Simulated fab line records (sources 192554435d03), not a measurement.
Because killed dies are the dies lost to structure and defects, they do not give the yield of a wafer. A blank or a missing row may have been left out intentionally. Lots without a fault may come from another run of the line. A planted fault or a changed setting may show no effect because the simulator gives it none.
What tool caused it? :: flow n5-finfet :: 24 lots, 72 wafers sampled, at 5 steps of a route of 1938

## WHAT THE GAUGES SHOWED, per wafer
N5_BEOL_M8_INSPECT_30: inspects for defects (brightfield). Usual: raw-defect-count reads 424 (standard deviation 110).
lot: L074
measured: day 9 08:37
on: defect-inspect-02
raw-defect-count: 406 461 325
flag: 

lot: L075
measured: day 9 22:36
on: defect-inspect-01
raw-defect-count: 500 464 574
flag: 

lot: L076
measured: day 10 06:16
on: defect-inspect-02
raw-defect-count: 606 500 495
flag: 

lot: L077
measured: day 10 09:34
on: defect-inspect-02
raw-defect-count: 294 380 381
flag: 

lot: L078
measured: day 10 14:55
on: defect-inspect-02
raw-defect-count: 338 446 318
flag: 

lot: L079
measured: day 10 23:05
on: defect-inspect-01
raw-defect-count: 392 345 424
flag: 

lot: L080
measured: day 11 04:44
on: defect-inspect-01
raw-defect-count: 421 383 406
flag: 

lot: L081
measured: day 11 09:34
on: defect-inspect-01
raw-defect-count: 311 306 283
flag: 

lot: L084
measured: day 11 11:02
on: defect-inspect-01
raw-defect-count: 497 496 355
flag: 

lot: L082
measured: day 11 18:31
on: defect-inspect-02
raw-defect-count: 583 993 461
flag: 

lot: L083
measured: day 12 01:41
on: defect-inspect-01
raw-defect-count: 522 336 443
flag: 

lot: L086
measured: day 12 10:29
on: defect-inspect-02
raw-defect-count: 424 458 470
flag: 

lot: L085
measured: day 12 13:01
on: defect-inspect-01
raw-defect-count: 421 458 460
flag: 

lot: L087
measured: day 13 02:22
on: defect-inspect-02
raw-defect-count: 430 645 499
flag: 

lot: L088
measured: day 13 03:58
on: defect-inspect-01
raw-defect-count: 358 504 405
flag: 

lot: L090
measured: day 13 10:04
on: defect-inspect-01
raw-defect-count: 352 360 358
flag: 

lot: L089
measured: day 13 11:47
on: defect-inspect-01
raw-defect-count: 363 474 404
flag: 

lot: L092
measured: day 13 23:10
on: defect-inspect-02
raw-defect-count: 415 481 481
flag: 

lot: L095
measured: day 14 05:16
on: defect-inspect-02
raw-defect-count: 288 368 370
flag: 

lot: L093
measured: day 14 09:30
on: defect-inspect-01
raw-defect-count: 315 355 299
flag: 

lot: L094
measured: day 14 16:57
on: defect-inspect-01
raw-defect-count: 610 553 427
flag: 

lot: L096
measured: day 14 21:22
on: defect-inspect-01
raw-defect-count: 465 410 467
flag: 

lot: L097
measured: day 15 01:32
on: defect-inspect-01
raw-defect-count: 340 423 311
flag: 

lot: L091
measured: day 15 15:22
on: defect-inspect-02
raw-defect-count: 340 359 437
flag: 

## EACH LOT AND THE TOOL THAT RAN IT (in order: tool; ch and the chambers of the sampled wafers; start)
lot: L074
N5_BEOL_M7_PRE_CLEAN_45: pvd-sputter-03, day 9 02:02
N5_BEOL_M7_ALD_77: ald-metal-03 ch 1,2,3, day 9 02:06
N5_BEOL_M8_DESCUM_16: rie-diel-01 ch 1,3, day 9 07:02
N5_BEOL_M8_STRIP_19: rie-diel-06 ch 0,1,2, day 9 07:32

lot: L075
N5_BEOL_M7_PRE_CLEAN_45: pvd-sputter-03, day 9 14:31
N5_BEOL_M7_ALD_77: ald-metal-01 ch 1,2,3, day 9 14:35
N5_BEOL_M8_DESCUM_16: rie-diel-01 ch 1,2, day 9 19:52
N5_BEOL_M8_STRIP_19: rie-diel-02 ch 1,2, day 9 20:16

lot: L076
N5_BEOL_M7_PRE_CLEAN_45: pvd-sputter-01, day 9 22:47
N5_BEOL_M7_ALD_77: ald-metal-04 ch 1,3, day 9 22:56
N5_BEOL_M8_DESCUM_16: rie-diel-06 ch 0,1,2, day 10 03:20
N5_BEOL_M8_STRIP_19: rie-diel-02 ch 0,2,3, day 10 03:43

lot: L077
N5_BEOL_M7_PRE_CLEAN_45: pvd-sputter-03, day 10 03:20
N5_BEOL_M7_ALD_77: ald-metal-03 ch 0,1,3, day 10 03:23
N5_BEOL_M8_DESCUM_16: rie-diel-06 ch 1,2, day 10 07:43
N5_BEOL_M8_STRIP_19: rie-diel-01 ch 0,2,3, day 10 08:07

lot: L078
N5_BEOL_M7_PRE_CLEAN_45: pvd-sputter-02, day 10 07:27
N5_BEOL_M7_ALD_77: ald-metal-03 ch 1,3, day 10 07:44
N5_BEOL_M8_DESCUM_16: rie-diel-01 ch 0,1,2, day 10 13:56
N5_BEOL_M8_STRIP_19: rie-diel-02 ch 2,3, day 10 14:20

lot: L079
N5_BEOL_M7_PRE_CLEAN_45: pvd-sputter-01, day 10 16:26
N5_BEOL_M7_ALD_77: ald-metal-03 ch 1,2,3, day 10 16:29
N5_BEOL_M8_DESCUM_16: rie-diel-06 ch 2,3, day 10 22:08
N5_BEOL_M8_STRIP_19: rie-diel-02 ch 0,2, day 10 22:36

lot: L080
N5_BEOL_M7_PRE_CLEAN_45: pvd-sputter-01, day 10 22:15
N5_BEOL_M7_ALD_77: ald-metal-01 ch 1,2, day 10 22:19
N5_BEOL_M8_DESCUM_16: rie-diel-06 ch 1,2, day 11 02:46
N5_BEOL_M8_STRIP_19: rie-diel-01 ch 0,3, day 11 03:37

lot: L081
N5_BEOL_M7_PRE_CLEAN_45: pvd-sputter-02, day 11 03:17
N5_BEOL_M7_ALD_77: ald-metal-03 ch 0,1,2, day 11 03:22
N5_BEOL_M8_DESCUM_16: rie-diel-01 ch 0,1,3, day 11 08:25
N5_BEOL_M8_STRIP_19: rie-diel-06 ch 0,1,2, day 11 08:58

lot: L084
N5_BEOL_M7_PRE_CLEAN_45: pvd-sputter-02, day 11 05:28
N5_BEOL_M7_ALD_77: ald-metal-04 ch 1,2,3, day 11 05:32
N5_BEOL_M8_DESCUM_16: rie-diel-01 ch 0,3, day 11 09:34
N5_BEOL_M8_STRIP_19: rie-diel-01 ch 1,3, day 11 10:01

lot: L082
N5_BEOL_M7_PRE_CLEAN_45: pvd-sputter-01, day 11 09:35
N5_BEOL_M7_ALD_77: ald-metal-01 ch 0,2,3, day 11 09:43
N5_BEOL_M8_DESCUM_16: rie-diel-01 ch 0,1, day 11 16:14
N5_BEOL_M8_STRIP_19: rie-diel-06 ch 0,2, day 11 16:47

lot: L083
N5_BEOL_M7_PRE_CLEAN_45: pvd-sputter-03, day 11 19:30
N5_BEOL_M7_ALD_77: ald-metal-01 ch 1,2, day 11 19:34
N5_BEOL_M8_DESCUM_16: rie-diel-06 ch 0,1,3, day 11 23:31
N5_BEOL_M8_STRIP_19: rie-diel-01 ch 0,1,3, day 11 23:54

lot: L086
N5_BEOL_M7_PRE_CLEAN_45: pvd-sputter-01, day 12 04:56
N5_BEOL_M7_ALD_77: ald-metal-04 ch 0,3, day 12 05:01
N5_BEOL_M8_DESCUM_16: rie-diel-01 ch 0,1,2, day 12 09:29
N5_BEOL_M8_STRIP_19: rie-diel-01 ch 0,3, day 12 09:53

lot: L085
N5_BEOL_M7_PRE_CLEAN_45: pvd-sputter-02, day 12 05:09
N5_BEOL_M7_ALD_77: ald-metal-01 ch 1,2, day 12 05:13
N5_BEOL_M8_DESCUM_16: rie-diel-06 ch 2,3, day 12 09:45
N5_BEOL_M8_STRIP_19: rie-diel-06 ch 0,2, day 12 10:10

lot: L087
N5_BEOL_M7_PRE_CLEAN_45: pvd-sputter-01, day 12 19:11
N5_BEOL_M7_ALD_77: ald-metal-03 ch 1,2, day 12 19:15
N5_BEOL_M8_DESCUM_16: rie-diel-01 ch 0,2, day 13 01:30
N5_BEOL_M8_STRIP_19: rie-diel-02 ch 0,2,3, day 13 01:53

lot: L088
N5_BEOL_M7_PRE_CLEAN_45: pvd-sputter-01, day 12 21:48
N5_BEOL_M7_ALD_77: ald-metal-01 ch 1,2, day 12 21:52
N5_BEOL_M8_DESCUM_16: rie-diel-02 ch 2,3, day 13 02:53
N5_BEOL_M8_STRIP_19: rie-diel-06 ch 0,1, day 13 03:17

lot: L090
N5_BEOL_M7_PRE_CLEAN_45: pvd-sputter-01, day 13 03:16
N5_BEOL_M7_ALD_77: ald-metal-01 ch 1,2,3, day 13 03:25
N5_BEOL_M8_DESCUM_16: rie-diel-02 ch 1,2,3, day 13 09:00
N5_BEOL_M8_STRIP_19: rie-diel-06 ch 0,2,3, day 13 09:25

lot: L089
N5_BEOL_M7_PRE_CLEAN_45: pvd-sputter-01, day 13 03:25
N5_BEOL_M7_ALD_77: ald-metal-01 ch 0,2,3, day 13 03:43
N5_BEOL_M8_DESCUM_16: rie-diel-02 ch 0,1,3, day 13 09:29
N5_BEOL_M8_STRIP_19: rie-diel-06 ch 1,2,3, day 13 09:58

lot: L092
N5_BEOL_M7_PRE_CLEAN_45: pvd-sputter-01, day 13 16:50
N5_BEOL_M7_ALD_77: ald-metal-03 ch 1,2,3, day 13 16:53
N5_BEOL_M8_DESCUM_16: rie-diel-01 ch 0,1, day 13 20:26
N5_BEOL_M8_STRIP_19: rie-diel-06 ch 1,2, day 13 20:54

lot: L095
N5_BEOL_M7_PRE_CLEAN_45: pvd-sputter-03, day 14 00:25
N5_BEOL_M7_ALD_77: ald-metal-04 ch 0,1,2, day 14 00:30
N5_BEOL_M8_DESCUM_16: rie-diel-06 ch 0,1,3, day 14 04:01
N5_BEOL_M8_STRIP_19: rie-diel-01 ch 0,2,3, day 14 04:33

lot: L093
N5_BEOL_M7_PRE_CLEAN_45: pvd-sputter-01, day 14 04:47
N5_BEOL_M7_ALD_77: ald-metal-04 ch 0,1,2, day 14 04:58
N5_BEOL_M8_DESCUM_16: rie-diel-02 ch 0,1,3, day 14 08:38
N5_BEOL_M8_STRIP_19: rie-diel-02 ch 0,1,2, day 14 09:02

lot: L094
N5_BEOL_M7_PRE_CLEAN_45: pvd-sputter-03, day 14 10:41
N5_BEOL_M7_ALD_77: ald-metal-01 ch 0,1,2, day 14 10:59
N5_BEOL_M8_DESCUM_16: rie-diel-02 ch 0,1,3, day 14 16:01
N5_BEOL_M8_STRIP_19: rie-diel-02 ch 0,1,3, day 14 16:23

lot: L096
N5_BEOL_M7_PRE_CLEAN_45: pvd-sputter-02, day 14 15:14
N5_BEOL_M7_ALD_77: ald-metal-01 ch 0,2,3, day 14 15:19
N5_BEOL_M8_DESCUM_16: rie-diel-02 ch 0,2,3, day 14 20:22
N5_BEOL_M8_STRIP_19: rie-diel-02 ch 0,1,3, day 14 20:45

lot: L097
N5_BEOL_M7_PRE_CLEAN_45: pvd-sputter-03, day 14 20:51
N5_BEOL_M7_ALD_77: ald-metal-03 ch 2,3, day 14 20:55
N5_BEOL_M8_DESCUM_16: rie-diel-02 ch 1,2, day 15 00:36
N5_BEOL_M8_STRIP_19: rie-diel-01 ch 0,1,3, day 15 01:04

lot: L091
N5_BEOL_M7_PRE_CLEAN_45: pvd-sputter-03, day 15 08:51
N5_BEOL_M7_ALD_77: ald-metal-04 ch 1,2, day 15 08:55
N5_BEOL_M8_DESCUM_16: rie-diel-02 ch 0,1,3, day 15 12:52
N5_BEOL_M8_STRIP_19: rie-diel-02 ch 0,1,2, day 15 13:16
- N5_BEOL_M7_PRE_CLEAN_45: time 30 s.
- N5_BEOL_M7_ALD_77: deposits TaN, target thk 2 nm, pulse time 2 s, purge time 3 s.
- N5_BEOL_M8_DESCUM_16: chemistry O2, time 7.9 s.
- N5_BEOL_M8_STRIP_19: strips in O2.

## WHAT THE TOOLS THEMSELVES READ (means of the sampled wafers that have a number; where no wafer has one, the mark that the record gives instead)
N5_BEOL_M7_PRE_CLEAN_45. Usual: heater-power-w reads 299 W (standard deviation 36).
lot: L074
tool: pvd-sputter-03
heater-power-w (W): 307
flag: 

lot: L075
tool: pvd-sputter-03
heater-power-w (W): 281
flag: 

lot: L076
tool: pvd-sputter-01
heater-power-w (W): 291
flag: 

lot: L077
tool: pvd-sputter-03
heater-power-w (W): 279
flag: 

lot: L078
tool: pvd-sputter-02
heater-power-w (W): 324
flag: 

lot: L079
tool: pvd-sputter-01
heater-power-w (W): 315
flag: 

lot: L080
tool: pvd-sputter-01
heater-power-w (W): 336
flag: 

lot: L081
tool: pvd-sputter-02
heater-power-w (W): 316
flag: 

lot: L084
tool: pvd-sputter-02
heater-power-w (W): 337
flag: 

lot: L082
tool: pvd-sputter-01
heater-power-w (W): 313
flag: 

lot: L083
tool: pvd-sputter-03
heater-power-w (W): 302
flag: 

lot: L086
tool: pvd-sputter-01
heater-power-w (W): 319
flag: 

lot: L085
tool: pvd-sputter-02
heater-power-w (W): 329
flag: 

lot: L087
tool: pvd-sputter-01
heater-power-w (W): 331
flag: 

lot: L088
tool: pvd-sputter-01
heater-power-w (W): 294
flag: 

lot: L090
tool: pvd-sputter-01
heater-power-w (W): 316
flag: 

lot: L089
tool: pvd-sputter-01
heater-power-w (W): 312
flag: 

lot: L092
tool: pvd-sputter-01
heater-power-w (W): 294
flag: 

lot: L095
tool: pvd-sputter-03
heater-power-w (W): 292
flag: 

lot: L093
tool: pvd-sputter-01
heater-power-w (W): 252
flag: 

lot: L094
tool: pvd-sputter-03
heater-power-w (W): 282
flag: 

lot: L096
tool: pvd-sputter-02
heater-power-w (W): 327
flag: 

lot: L097
tool: pvd-sputter-03
heater-power-w (W): 291
flag: 

lot: L091
tool: pvd-sputter-03
heater-power-w (W): 301
flag: 

N5_BEOL_M7_ALD_77. Usual: chamber-pressure-Torr 3.000 Torr, standard deviation 0.0071; heater-power-w 435 W, standard deviation 38; precursor-vessel-temp-c 74.99 C, standard deviation 0.12.
lot: L074
tool: ald-metal-03
chamber-pressure-Torr (Torr): 2.997
heater-power-w (W): 417
precursor-vessel-temp-c (C): 75.00
flag: 

lot: L075
tool: ald-metal-01
chamber-pressure-Torr (Torr): 3.005
heater-power-w (W): 438
precursor-vessel-temp-c (C): 75.01
flag: 

lot: L076
tool: ald-metal-04
chamber-pressure-Torr (Torr): 2.995
heater-power-w (W): 436
precursor-vessel-temp-c (C): 74.96
flag: 

lot: L077
tool: ald-metal-03
chamber-pressure-Torr (Torr): 3.000
heater-power-w (W): 410
precursor-vessel-temp-c (C): 74.92
flag: 

lot: L078
tool: ald-metal-03
chamber-pressure-Torr (Torr): 3.007
heater-power-w (W): 387
precursor-vessel-temp-c (C): 75.07
flag: 

lot: L079
tool: ald-metal-03
chamber-pressure-Torr (Torr): 2.998
heater-power-w (W): 416
precursor-vessel-temp-c (C): 75.03
flag: 

lot: L080
tool: ald-metal-01
chamber-pressure-Torr (Torr): 3.000
heater-power-w (W): 438
precursor-vessel-temp-c (C): 75.03
flag: 

lot: L081
tool: ald-metal-03
chamber-pressure-Torr (Torr): 2.994
heater-power-w (W): 428
precursor-vessel-temp-c (C): 75.00
flag: 

lot: L084
tool: ald-metal-04
chamber-pressure-Torr (Torr): 2.993
heater-power-w (W): 439
precursor-vessel-temp-c (C): 74.95
flag: 

lot: L082
tool: ald-metal-01
chamber-pressure-Torr (Torr): 3.005
heater-power-w (W): 422
precursor-vessel-temp-c (C): 74.89
flag: 

lot: L083
tool: ald-metal-01
chamber-pressure-Torr (Torr): 3.002
heater-power-w (W): 434
precursor-vessel-temp-c (C): 75.02
flag: 

lot: L086
tool: ald-metal-04
chamber-pressure-Torr (Torr): 2.996
heater-power-w (W): 448
precursor-vessel-temp-c (C): 75.00
flag: 

lot: L085
tool: ald-metal-01
chamber-pressure-Torr (Torr): 3.004
heater-power-w (W): 402
precursor-vessel-temp-c (C): 74.96
flag: 

lot: L087
tool: ald-metal-03
chamber-pressure-Torr (Torr): 2.999
heater-power-w (W): 435
precursor-vessel-temp-c (C): 75.14
flag: 

lot: L088
tool: ald-metal-01
chamber-pressure-Torr (Torr): 2.998
heater-power-w (W): 437
precursor-vessel-temp-c (C): 75.12
flag: 

lot: L090
tool: ald-metal-01
chamber-pressure-Torr (Torr): 3.000
heater-power-w (W): 443
precursor-vessel-temp-c (C): 74.98
flag: 

lot: L089
tool: ald-metal-01
chamber-pressure-Torr (Torr): 2.996
heater-power-w (W): 425
precursor-vessel-temp-c (C): 74.93
flag: 

lot: L092
tool: ald-metal-03
chamber-pressure-Torr (Torr): 2.994
heater-power-w (W): 417
precursor-vessel-temp-c (C): 75.01
flag: 

lot: L095
tool: ald-metal-04
chamber-pressure-Torr (Torr): 2.999
heater-power-w (W): 468
precursor-vessel-temp-c (C): 75.03
flag: 

lot: L093
tool: ald-metal-04
chamber-pressure-Torr (Torr): 2.999
heater-power-w (W): 451
precursor-vessel-temp-c (C): 75.02
flag: 

lot: L094
tool: ald-metal-01
chamber-pressure-Torr (Torr): 3.005
heater-power-w (W): 429
precursor-vessel-temp-c (C): 74.99
flag: 

lot: L096
tool: ald-metal-01
chamber-pressure-Torr (Torr): 2.998
heater-power-w (W): 428
precursor-vessel-temp-c (C): 74.90
flag: 

lot: L097
tool: ald-metal-03
chamber-pressure-Torr (Torr): 3.000
heater-power-w (W): 438
precursor-vessel-temp-c (C): 74.95
flag: 

lot: L091
tool: ald-metal-04
chamber-pressure-Torr (Torr): 2.995
heater-power-w (W): 454
precursor-vessel-temp-c (C): 75.00
flag: 

N5_BEOL_M8_DESCUM_16. Usual: drypump-motor-current-A 5.8 A, standard deviation 0.43; oes-product-au 0.79 a.u., standard deviation 0.08; rf-vpp-V 243.5 V, standard deviation 1.6; showerhead-plenum-p-Torr 2.11 Torr, standard deviation 0.085; throttle-valve-pct 20.39 %, standard deviation 0.23.
lot: L074
tool: rie-diel-01
drypump-motor-current-A (A): 6.0
oes-product-au (a.u.): 0.79
rf-vpp-V (V): 245.5
showerhead-plenum-p-Torr (Torr): 2.19
throttle-valve-pct (%): 20.34
flag: 

lot: L075
tool: rie-diel-01
drypump-motor-current-A (A): 5.4
oes-product-au (a.u.): 0.78
rf-vpp-V (V): 244.3
showerhead-plenum-p-Torr (Torr): 2.18
throttle-valve-pct (%): 20.37
flag: 

lot: L076
tool: rie-diel-06
drypump-motor-current-A (A): 5.4
oes-product-au (a.u.): 0.83
rf-vpp-V (V): 243.3
showerhead-plenum-p-Torr (Torr): 2.08
throttle-valve-pct (%): 20.41
flag: 

lot: L077
tool: rie-diel-06
drypump-motor-current-A (A): 5.3
oes-product-au (a.u.): 0.78
rf-vpp-V (V): 243.1
showerhead-plenum-p-Torr (Torr): 2.12
throttle-valve-pct (%): 20.61
flag: 

lot: L078
tool: rie-diel-01
drypump-motor-current-A (A): 5.4
oes-product-au (a.u.): 0.74
rf-vpp-V (V): 243.7
showerhead-plenum-p-Torr (Torr): 2.11
throttle-valve-pct (%): 20.53
flag: 

lot: L079
tool: rie-diel-06
drypump-motor-current-A (A): 6.1
oes-product-au (a.u.): 0.74
rf-vpp-V (V): 243.8
showerhead-plenum-p-Torr (Torr): 2.11
throttle-valve-pct (%): 20.73
flag: 

lot: L080
tool: rie-diel-06
drypump-motor-current-A (A): 5.3
oes-product-au (a.u.): 0.77
rf-vpp-V (V): 243.3
showerhead-plenum-p-Torr (Torr): 2.12
throttle-valve-pct (%): 20.62
flag: 

lot: L081
tool: rie-diel-01
drypump-motor-current-A (A): 5.8
oes-product-au (a.u.): 0.75
rf-vpp-V (V): 243.5
showerhead-plenum-p-Torr (Torr): 2.12
throttle-valve-pct (%): 20.43
flag: 

lot: L084
tool: rie-diel-01
drypump-motor-current-A (A): 5.8
oes-product-au (a.u.): 0.72
rf-vpp-V (V): 242.6
showerhead-plenum-p-Torr (Torr): 2.05
throttle-valve-pct (%): 20.58
flag: 

lot: L082
tool: rie-diel-01
drypump-motor-current-A (A): 5.6
oes-product-au (a.u.): 0.74
rf-vpp-V (V): 242.9
showerhead-plenum-p-Torr (Torr): 2.05
throttle-valve-pct (%): 20.49
flag: 

lot: L083
tool: rie-diel-06
drypump-motor-current-A (A): 5.7
oes-product-au (a.u.): 0.83
rf-vpp-V (V): 241.6
showerhead-plenum-p-Torr (Torr): 2.05
throttle-valve-pct (%): 20.38
flag: 

lot: L086
tool: rie-diel-01
drypump-motor-current-A (A): 5.4
oes-product-au (a.u.): 0.83
rf-vpp-V (V): 243.0
showerhead-plenum-p-Torr (Torr): 2.10
throttle-valve-pct (%): 20.42
flag: 

lot: L085
tool: rie-diel-06
drypump-motor-current-A (A): 6.1
oes-product-au (a.u.): 0.73
rf-vpp-V (V): 243.6
showerhead-plenum-p-Torr (Torr): 2.11
throttle-valve-pct (%): 20.75
flag: 

lot: L087
tool: rie-diel-01
drypump-motor-current-A (A): 5.4
oes-product-au (a.u.): 0.78
rf-vpp-V (V): 243.2
showerhead-plenum-p-Torr (Torr): 2.03
throttle-valve-pct (%): 20.57
flag: 

lot: L088
tool: rie-diel-02
drypump-motor-current-A (A): 6.0
oes-product-au (a.u.): 0.73
rf-vpp-V (V): 243.2
showerhead-plenum-p-Torr (Torr): 2.06
throttle-valve-pct (%): 20.33
flag: 

lot: L090
tool: rie-diel-02
drypump-motor-current-A (A): 6.2
oes-product-au (a.u.): 0.82
rf-vpp-V (V): 243.8
showerhead-plenum-p-Torr (Torr): 2.11
throttle-valve-pct (%): 20.29
flag: 

lot: L089
tool: rie-diel-02
drypump-motor-current-A (A): 6.0
oes-product-au (a.u.): 0.86
rf-vpp-V (V): 243.6
showerhead-plenum-p-Torr (Torr): 2.12
throttle-valve-pct (%): 20.18
flag: 

lot: L092
tool: rie-diel-01
drypump-motor-current-A (A): 5.7
oes-product-au (a.u.): 0.72
rf-vpp-V (V): 242.7
showerhead-plenum-p-Torr (Torr): 2.04
throttle-valve-pct (%): 20.53
flag: 

lot: L095
tool: rie-diel-06
drypump-motor-current-A (A): 5.7
oes-product-au (a.u.): 0.80
rf-vpp-V (V): 242.4
showerhead-plenum-p-Torr (Torr): 2.04
throttle-valve-pct (%): 20.41
flag: 

lot: L093
tool: rie-diel-02
drypump-motor-current-A (A): 6.0
oes-product-au (a.u.): 0.84
rf-vpp-V (V): 244.1
showerhead-plenum-p-Torr (Torr): 2.12
throttle-valve-pct (%): 20.20
flag: 

lot: L094
tool: rie-diel-02
drypump-motor-current-A (A): 5.9
oes-product-au (a.u.): 0.84
rf-vpp-V (V): 243.5
showerhead-plenum-p-Torr (Torr): 2.12
throttle-valve-pct (%): 20.19
flag: 

lot: L096
tool: rie-diel-02
drypump-motor-current-A (A): 5.8
oes-product-au (a.u.): 0.77
rf-vpp-V (V): 243.5
showerhead-plenum-p-Torr (Torr): 2.13
throttle-valve-pct (%): 20.27
flag: 

lot: L097
tool: rie-diel-02
drypump-motor-current-A (A): 6.2
oes-product-au (a.u.): 0.79
rf-vpp-V (V): 244.6
showerhead-plenum-p-Torr (Torr): 2.17
throttle-valve-pct (%): 20.34
flag: 

lot: L091
tool: rie-diel-02
drypump-motor-current-A (A): 6.0
oes-product-au (a.u.): 0.82
rf-vpp-V (V): 243.0
showerhead-plenum-p-Torr (Torr): 2.11
throttle-valve-pct (%): 20.22
flag: 

N5_BEOL_M8_STRIP_19. Usual: drypump-motor-current-A 5.8 A, standard deviation 0.44; oes-product-au 0.78 a.u., standard deviation 0.08; rf-vpp-V 3.7 V, standard deviation 0.61; showerhead-plenum-p-Torr 2.12 Torr, standard deviation 0.081; throttle-valve-pct 16.67 %, standard deviation 0.25.
lot: L074
tool: rie-diel-06
drypump-motor-current-A (A): 5.4
oes-product-au (a.u.): 0.85
rf-vpp-V (V): 3.0
showerhead-plenum-p-Torr (Torr): 2.09
throttle-valve-pct (%): 16.63
flag: 

lot: L075
tool: rie-diel-02
drypump-motor-current-A (A): 6.4
oes-product-au (a.u.): 0.72
rf-vpp-V (V): 3.5
showerhead-plenum-p-Torr (Torr): 2.17
throttle-valve-pct (%): 16.73
flag: 

lot: L076
tool: rie-diel-02
drypump-motor-current-A (A): 5.8
oes-product-au (a.u.): 0.81
rf-vpp-V (V): 4.3
showerhead-plenum-p-Torr (Torr): 2.15
throttle-valve-pct (%): 16.48
flag: 

lot: L077
tool: rie-diel-01
drypump-motor-current-A (A): 5.6
oes-product-au (a.u.): 0.72
rf-vpp-V (V): 4.1
showerhead-plenum-p-Torr (Torr): 2.11
throttle-valve-pct (%): 16.89
flag: 

lot: L078
tool: rie-diel-02
drypump-motor-current-A (A): 6.0
oes-product-au (a.u.): 0.74
rf-vpp-V (V): 3.6
showerhead-plenum-p-Torr (Torr): 2.07
throttle-valve-pct (%): 16.56
flag: 

lot: L079
tool: rie-diel-02
drypump-motor-current-A (A): 5.7
oes-product-au (a.u.): 0.86
rf-vpp-V (V): 3.5
showerhead-plenum-p-Torr (Torr): 2.22
throttle-valve-pct (%): 16.38
flag: 

lot: L080
tool: rie-diel-01
drypump-motor-current-A (A): 5.8
oes-product-au (a.u.): 0.72
rf-vpp-V (V): 4.3
showerhead-plenum-p-Torr (Torr): 2.05
throttle-valve-pct (%): 16.84
flag: 

lot: L081
tool: rie-diel-06
drypump-motor-current-A (A): 5.4
oes-product-au (a.u.): 0.81
rf-vpp-V (V): 3.3
showerhead-plenum-p-Torr (Torr): 2.08
throttle-valve-pct (%): 16.66
flag: 

lot: L084
tool: rie-diel-01
drypump-motor-current-A (A): 5.8
oes-product-au (a.u.): 0.79
rf-vpp-V (V): 3.8
showerhead-plenum-p-Torr (Torr): 2.19
throttle-valve-pct (%): 16.54
flag: 

lot: L082
tool: rie-diel-06
drypump-motor-current-A (A): 5.5
oes-product-au (a.u.): 0.78
rf-vpp-V (V): 4.0
showerhead-plenum-p-Torr (Torr): 2.12
throttle-valve-pct (%): 16.90
flag: 

lot: L083
tool: rie-diel-01
drypump-motor-current-A (A): 5.8
oes-product-au (a.u.): 0.75
rf-vpp-V (V): 3.5
showerhead-plenum-p-Torr (Torr): 2.12
throttle-valve-pct (%): 16.71
flag: 

lot: L086
tool: rie-diel-01
drypump-motor-current-A (A): 6.0
oes-product-au (a.u.): 0.72
rf-vpp-V (V): 3.5
showerhead-plenum-p-Torr (Torr): 2.11
throttle-valve-pct (%): 16.80
flag: 

lot: L085
tool: rie-diel-06
drypump-motor-current-A (A): 5.7
oes-product-au (a.u.): 0.81
rf-vpp-V (V): 3.1
showerhead-plenum-p-Torr (Torr): 2.08
throttle-valve-pct (%): 16.70
flag: 

lot: L087
tool: rie-diel-02
drypump-motor-current-A (A): 5.8
oes-product-au (a.u.): 0.78
rf-vpp-V (V): 4.1
showerhead-plenum-p-Torr (Torr): 2.14
throttle-valve-pct (%): 16.50
flag: 

lot: L088
tool: rie-diel-06
drypump-motor-current-A (A): 5.2
oes-product-au (a.u.): 0.85
rf-vpp-V (V): 4.0
showerhead-plenum-p-Torr (Torr): 2.03
throttle-valve-pct (%): 16.45
flag: 

lot: L090
tool: rie-diel-06
drypump-motor-current-A (A): 5.9
oes-product-au (a.u.): 0.76
rf-vpp-V (V): 3.7
showerhead-plenum-p-Torr (Torr): 2.09
throttle-valve-pct (%): 16.86
flag: 

lot: L089
tool: rie-diel-06
drypump-motor-current-A (A): 5.6
oes-product-au (a.u.): 0.76
rf-vpp-V (V): 4.3
showerhead-plenum-p-Torr (Torr): 2.09
throttle-valve-pct (%): 16.85
flag: 

lot: L092
tool: rie-diel-06
drypump-motor-current-A (A): 5.1
oes-product-au (a.u.): 0.80
rf-vpp-V (V): 4.3
showerhead-plenum-p-Torr (Torr): 2.07
throttle-valve-pct (%): 16.68
flag: 

lot: L095
tool: rie-diel-01
drypump-motor-current-A (A): 5.6
oes-product-au (a.u.): 0.78
rf-vpp-V (V): 3.8
showerhead-plenum-p-Torr (Torr): 2.10
throttle-valve-pct (%): 16.79
flag: 

lot: L093
tool: rie-diel-02
drypump-motor-current-A (A): 6.0
oes-product-au (a.u.): 0.86
rf-vpp-V (V): 3.9
showerhead-plenum-p-Torr (Torr): 2.18
throttle-valve-pct (%): 16.45
flag: 

lot: L094
tool: rie-diel-02
drypump-motor-current-A (A): 6.0
oes-product-au (a.u.): 0.84
rf-vpp-V (V): 3.4
showerhead-plenum-p-Torr (Torr): 2.12
throttle-valve-pct (%): 16.45
flag: 

lot: L096
tool: rie-diel-02
drypump-motor-current-A (A): 6.0
oes-product-au (a.u.): 0.83
rf-vpp-V (V): 3.7
showerhead-plenum-p-Torr (Torr): 2.12
throttle-valve-pct (%): 16.44
flag: 

lot: L097
tool: rie-diel-01
drypump-motor-current-A (A): 5.8
oes-product-au (a.u.): 0.73
rf-vpp-V (V): 3.8
showerhead-plenum-p-Torr (Torr): 2.11
throttle-valve-pct (%): 16.76
flag: 

lot: L091
tool: rie-diel-02
drypump-motor-current-A (A): 6.0
oes-product-au (a.u.): 0.84
rf-vpp-V (V): 3.7
showerhead-plenum-p-Torr (Torr): 2.18
throttle-valve-pct (%): 16.48
flag: 

## THE ANSWER, worked out from the rows above alone
Rule: a lot counts as off when the mean over its wafers that have a number is more than 3 standard deviations away from the usual mean. A lot without any number at a reading at which 4 lots or more have one is off too. Where the step has rows for the other lots, those lots are counted as sound. First the gauges in route order, then the tools' own readings, where a lot's mean is used as printed above. The first step at which some lot is off is used, and at that step the reading that is off furthest; a lot without a number counts as furthest.
No lot is off on any of the readings shown, so nothing can be concluded from this.

## WHAT THE SIMULATOR PUT IN
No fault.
